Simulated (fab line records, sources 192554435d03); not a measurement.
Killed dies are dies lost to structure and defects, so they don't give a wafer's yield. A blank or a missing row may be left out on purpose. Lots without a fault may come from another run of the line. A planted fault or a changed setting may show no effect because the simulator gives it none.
Chamber matching | flow n5_finfet | N5_FIN_SAQP_ETCH_69 on rie_diel-02: 4 sister chambers
The step etches SOC in N2/H2, stops on SiNx, target depth 150 nm. 4 wafers are shown with their chamber, then 8 later ones without.

WAFERS WITH THEIR CHAMBER
wafer  | chamber | drypump_motor_current_A (A)
L086.3 | 2       | 5.8
L086.6 | 1       | 6.4
L092.2 | 3       | 6.1
L093.1 | 0       | 5.5

WAFERS WITHOUT THEIR CHAMBER
wafer  | drypump_motor_current_A (A)
L093.3 | 5.8
L093.4 | 6.4
L094.2 | 5.6
L094.3 | 5.8
L094.6 | 6.3
L096.1 | 5.5
L096.4 | 5.5
L096.5 | 5.8

WHICH CHAMBER EACH WENT THROUGH
wafer  | from the rows above     | in truth
L093.3 | 2                       | 2
L093.4 | 1                       | 1
L094.2 | 0                       | 0
L094.3 | 2                       | 2
L094.6 | can't be placed: 1 or 3 | 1
L096.1 | 0                       | 0
L096.4 | 0                       | 0
L096.5 | 2                       | 2
Placed correctly: 7 of 8. Can't be placed from these rows: 1 (the true chamber is among the candidates in 1). Placed wrongly: 0.
How it was worked out, from the rows above alone: a wafer's distance from a chamber is the root of the sum, over the readings, of the square of ((its reading less the chamber's mean) divided by the reading's scatter). The wafer belongs to the nearest chamber; if the next one is less than 2 further off, it can't be placed. A chamber's mean is the mean of its shown wafers. The scatter: with one shown wafer a chamber, the root of the mean of the squares of how far each hidden wafer lies from its nearest shown one.
